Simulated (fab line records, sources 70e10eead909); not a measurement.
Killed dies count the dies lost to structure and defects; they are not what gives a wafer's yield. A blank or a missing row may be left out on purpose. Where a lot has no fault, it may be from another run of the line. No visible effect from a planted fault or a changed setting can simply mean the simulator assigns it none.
fab line records	flow nand_harc
record: lots: 5	wafers: 15	last_day: 32
route steps=1302 shown P_BONDPAD@356
lots untouched by any fault: they come from a run of this same line in which no faults occurred
start_h: hours from the record's first day to the start of the lot's first wafer shown	wait_h: hours since the lot's step before	" unchanged from the row above	L1.1+2: a single row standing in for several wafers	- either no value or no given start	* or withheld: withheld	< > ~ a bound
route shown NAME@n: NAME is a module with steps in the file, n the number in the route of the first one	usual: mean/standard deviation of fault-free wafers	same: alike in all rows	chamber/n: place in a boat	sites: the reading at each site	_std_site: their standard deviation	_edge_site: inner sites' mean taken away from outer sites' mean	radius_mm: how far each site lies from the wafer's centre	mask NAME#n: copy n	behind: the tool/chamber that last shaped the wafer	hold: the reason the lot was held/the length of the hold in hours/how it ended	device: whichever transistor did not switch (one of n, p or np)	end of line: tests run on the same wafers once the route is complete	a step given without rows: its recipe and nothing more	killed: at the first sort, the dies lost to defects and structure; wafer yield is something else	map: a wafer's dies, marking killed ones x, the rest . and places with no die _
set.NAME: the setting that was run; set.NAME@STEP: the one run at that earlier step	model.NAME: the simulator's own value behind a step, which no gauge read
lots at selected steps of the route; one table per step, one row per wafer
services: a tool's chamber out of use, with start hour (start_h, from the record's first day; less than 0 if before it), hours out, and reason
== steps ==
step: NHARC_P_BONDPAD_HMDS_02
recipe: time_s: 30
step: NHARC_P_BONDPAD_COAT_36
recipe: temp_c: 200	time_s: 65
step: NHARC_P_BONDPAD_COAT_03
recipe: spin_rpm: 2000	resist_thk_nm: 600
step: NHARC_P_BONDPAD_SOFTBAKE_04
recipe: temp_c: 125	time_s: 70
step: NHARC_P_BONDPAD_EBR_05
step: NHARC_P_BONDPAD_EXPOSE_06
recipe: na: 0.55	dose_mj: 37.06	mask_id: P_BPAD
step: NHARC_P_BONDPAD_PEB_07
recipe: peb_temp_c: 128	peb_time_s: 80
step: NHARC_P_BONDPAD_DEVELOP_08
recipe: time_s: 50	dev_temp_c: 22
step: NHARC_P_BONDPAD_CD_MEAS_09
recipe: target_cd_nm: 500	landing_energy_ev: 500
usual: cd_nm: 498.7/1.8
lot.wafer	tool	chamber	start_h	wait_h	cd_nm
L379.3	cd_sem-02	0	143.71	-	499.4
L379.4	"	0	"	"	497.0
L379.6	"	0	"	"	497.5
L381.1	cd_sem-03	0	158.69	-	497.7
L381.2	"	0	"	"	497.3
L381.6	"	0	"	"	499.9
L393.1	cd_sem-01	0	281.97	-	499.2
L393.3	"	0	"	"	498.1
L393.6	"	0	"	"	500.3
L398.1	cd_sem-03	0	339.69	-	498.4
L398.5	"	0	"	"	496.9
L398.6	"	0	"	"	495.4
L400.2	cd_sem-01	0	352.20	-	501.0
L400.4	"	0	"	"	500.0
L400.5	"	0	"	"	500.0
step: NHARC_P_BONDPAD_OVL_MEAS_38
usual: overlay_x_nm: 2/5.2	overlay_y_nm: 1/6.6
lot.wafer	tool	chamber	start_h	wait_h	overlay_x_nm	overlay_y_nm
L379.3	overlay-02	-	143.80	-	-5	4
L379.4	"	-	"	"	-5	4
L379.6	"	-	"	"	-5	4
L381.1	overlay-02	-	158.78	-	9	-2
L381.2	"	-	"	"	9	-1
L381.6	"	-	"	"	9	-1
L393.1	overlay-01	-	282.05	-	14	2
L393.3	"	-	"	"	15	2
L393.6	"	-	"	"	15	2
L398.1	overlay-02	-	339.78	-	0	12
L398.5	"	-	"	"	0	12
L398.6	"	-	"	"	0	11
L400.2	overlay-02	-	352.28	-	5	5
L400.4	"	-	"	"	5	5
L400.5	"	-	"	"	5	5
step: NHARC_P_BONDPAD_HARDBAKE_10
recipe: temp_c: 118	time_s: 65
step: NHARC_P_BONDPAD_DESCUM_11
recipe: time_s: 3	o2_flow_sccm: 200	ar_flow_sccm: 0	bias_power_w: 0	chemistry: O2
usual: drypump_motor_current_A: 5.7/0.46	mfc_ar_sccm: 0.004/0.0098	oes_product_au: 0.999/0.0097	rf_vpp_V: 58.0/0.9	showerhead_plenum_p_Torr: 1.94/0.077	throttle_valve_pct: 11.311/0.0085
lot.wafer	tool	chamber	start_h	wait_h	drypump_motor_current_A	mfc_ar_sccm	oes_product_au	rf_hours_counter_h	rf_vpp_V	showerhead_plenum_p_Torr	throttle_valve_pct
L379.3	rie_diel-08	3	143.92	-	5.0	0.008	0.992	6.3	57.3	1.83	11.314
L379.4	"	0	"	"	5.7	0.009	0.998	6.2	58.7	2.00	11.300
L379.6	"	3	"	"	5.0	0.008	0.979	-	58.3	1.83	11.322
L381.2	rie_diel-11	3	158.92	-	5.8	0	1.007	1.7	58.1	1.86	11.314
L381.1	"	0	"	"	5.5	0	0.996	1.7	56.6	1.90	11.308
L381.6	"	1	"	"	6.3	0	0.989	-	57.1	1.99	11.311
L393.1	rie_diel-11	1	282.19	-	6.3	0	1.002	1.0	57.1	1.99	11.313
L393.3	"	3	"	"	5.8	0	0.998	0.7	57.8	1.86	11.298
L393.6	"	0	"	"	5.5	0	0.994	-	59.8	1.90	11.304
L398.1	rie_diel-03	1	339.90	-	6.1	0.007	1.017	4.2	57.8	1.97	11.332
L398.6	"	1	"	"	6.1	0.007	1.006	-	56.9	1.97	11.285
L398.5	"	2	"	"	4.9	0	0.984	-	57.5	1.96	11.311
L400.4	rie_diel-11	3	352.41	-	5.8	0	0.997	2.7	57.2	1.86	11.308
L400.2	"	1	"	"	6.3	0	1.008	3.4	57.5	1.99	11.311
L400.5	"	0	"	"	5.5	0	0.999	-	57.5	1.90	11.304
step: NHARC_P_BONDPAD_ETCH_37
recipe: target_depth_a: 600	overetch_a: 180	time_s: 65.91	ion_energy_ev: 200	n2_flow_sccm: 150	h2_flow_sccm: 150	ar_flow_sccm: 0	rf_w: 400	bias_w: 150	chemistry: N2/H2
usual: drypump_motor_current_A: 5.7/0.46	h2_flow_sccm: 150.0/0.48	mfc_ar_sccm: 0.005/0.01	oes_product_au: 0.997/0.0096	rf_vpp_V: 431.4/2.3	showerhead_plenum_p_Torr: 2.07/0.08	throttle_valve_pct: 14.171/0.0096
lot.wafer	tool	chamber	start_h	wait_h	drypump_motor_current_A	h2_flow_sccm	mfc_ar_sccm	oes_product_au	rf_hours_counter_h	rf_vpp_V	showerhead_plenum_p_Torr	throttle_valve_pct
L379.3	rie_diel-08	1	144.01	0.1	6.1	149.3	0.024	0.997	5.9	427.6	1.95	14.157
L379.4	"	2	"	"	6.1	150.4	0.008	0.988	5.6	435.3	2.17	14.161
L379.6	"	1	"	"	6.1	149.7	0.024	0.995	-	427.9	1.95	14.171
L381.2	rie_diel-11	0	158.99	0.1	5.5	149.5	0	0.999	1.7	431.0	2.02	14.173
L381.1	"	3	"	"	5.8	150.0	0	0.996	1.7	428.5	1.99	14.178
L381.6	"	0	"	"	5.5	149.1	0	0.995	-	431.2	2.02	14.184
L393.3	rie_diel-11	3	282.26	0.1	5.9	149.2	0	1.002	0.7	427.9	1.99	14.172
L393.1	"	1	"	"	6.3	150.3	0	1.013	1.0	433.4	2.12	14.168
L393.6	"	0	"	"	5.5	150.5	0	0.789	-	429.0	2.02	14.176
L398.1	rie_diel-03	2	340.00	0.1	4.9	150.1	0	0.984	4.8	432.8	2.09	14.152
L398.6	"	0	"	"	5.4	149.8	0.037	0.988	-	431.8	2.11	14.183
L398.5	"	1	"	"	6.1	150.5	0.007	1.003	-	432.5	2.10	14.157
L400.4	rie_diel-11	1	352.50	0.1	6.3	149.3	0	1.006	3.4	431.0	2.12	14.173
L400.2	"	3	"	"	5.8	149.8	0	0.990	2.7	429.0	1.99	14.165
L400.5	"	1	"	"	6.3	150.1	0	1.000	-	433.3	2.12	14.163
step: NHARC_P_BONDPAD_ETCH_12
recipe: target_depth_a: 2000	time_s: 100	chf3_flow_sccm: 50	o2_flow_sccm: 10	ar_flow_sccm: 200	rf_w: 500	bias_w: 200	chemistry: CHF3/O2
usual: chf3_flow_sccm: 49.99/0.15	drypump_motor_current_A: 5.7/0.46	mfc_ar_sccm: 200.0/0.6	oes_product_au: 0.942/0.023	rf_vpp_V: 371.3/2.1	showerhead_plenum_p_Torr: 2.44/0.09	throttle_valve_pct: 20.572/0.0086
lot.wafer	tool	chamber	start_h	wait_h	chf3_flow_sccm	drypump_motor_current_A	mfc_ar_sccm	oes_product_au	rf_hours_counter_h	rf_vpp_V	showerhead_plenum_p_Torr	throttle_valve_pct
L379.4	rie_diel-08	3	-	-	50.04	5.0	199.8	0.955	6.4	369.6	2.31	20.574
L379.3	"	1	"	"	49.98	6.1	200.8	0.979	5.9	368.7	2.31	20.568
L379.6	"	2	"	"	50.39	6.1	199.8	0.967	-	375.2	2.55	20.575
L381.1	rie_diel-11	2	-	-	49.73	5.1	199.8	0.959	1.7	375.0	2.57	20.569
L381.2	"	3	"	"	50.18	5.8	199.8	0.976	1.7	368.9	2.34	20.575
L381.6	"	2	"	"	49.94	5.1	200.3	0.957	-	374.8	2.57	20.575
L393.1	rie_diel-11	2	-	-	50.21	5.1	199.7	0.971	0.9	374.1	2.57	20.574
L393.3	"	3	"	"	49.96	5.8	199.8	0.974	0.7	369.3	2.34	20.590
L393.6	"	0	"	"	49.73	5.5	199.9	0.955	-	370.6	2.38	20.560
L398.1	rie_diel-03	3	-	-	49.93	6.1	199.9	0.929	3.1	367.3	2.27	20.579
L398.5	"	0	"	"	49.89	5.4	200.8	0.928	-	371.1	2.48	20.578
L398.6	"	1	"	"	49.80	6.1	200.2	0.931	-	372.2	2.47	20.555
L400.2	rie_diel-11	1	-	-	49.81	6.3	199.5	0.931	3.4	372.7	2.49	20.570
L400.4	"	0	"	"	49.94	5.5	200.0	0.923	2.9	369.6	2.38	20.576
L400.5	"	1	"	"	49.93	6.3	199.5	0.921	-	373.6	2.49	20.573
== services ==
tool	chamber	start_h	hours	kind
rie_diel-11	0	136.50	-	clean
rie_diel-11	1	136.50	-	clean
rie_diel-11	2	136.50	-	clean
rie_diel-11	3	136.50	-	clean
rie_diel-08	1	144.82	85.5	repair
rie_diel-11	0	161.00	-	clean
rie_diel-11	1	161.00	-	clean
rie_diel-11	2	161.00	-	clean
rie_diel-11	3	161.00	-	clean
rie_diel-11	3	185.55	4.1	repair
rie_diel-11	0	185.57	-	clean
rie_diel-11	1	185.57	-	clean
rie_diel-11	2	185.57	-	clean
rie_diel-08	-	190.80	9.0	pm
rie_diel-11	0	210.07	-	clean
rie_diel-11	1	210.07	-	clean
rie_diel-08	2	211.86	9.1	repair
rie_diel-08	3	247.54	8.2	repair
rie_diel-11	-	255.50	9.0	pm
rie_diel-08	2	256.48	3.4	repair
rie_diel-08	3	263.35	10.4	repair
rie_diel-03	-	281.30	9.0	pm
rie_diel-03	3	291.79	10.1	repair
rie_diel-03	3	348.47	3.0	repair
== key ==
first_sign: step: NHARC_P_BONDPAD_ETCH_37	reading: oes_product_au	direction: down	sigmas: 22	usual: 0.997	struck: 0.789
effect none on later readings
met_at NHARC_P_BONDPAD_ETCH_37
struck_wafers L393.6
later_rows_left_out L393.6
sort_left_out L393.6
onset_between 158.99 282.26
fault: kind: process_parameter_drift	tool: rie_diel-11	chamber: 0	onset_h: 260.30	steps: NHARC_P_BONDPAD_ETCH_37	channel: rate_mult	offset: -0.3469	shape: step	end_h: 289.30
sort_left_out: the simulated sort isn't trusted on such a fault, so these wafers' sort isn't shown, and their yield isn't known
later_rows_left_out: the simulator's readings of these wafers behind a module that went badly wrong aren't trusted and aren't shown, but for the sort
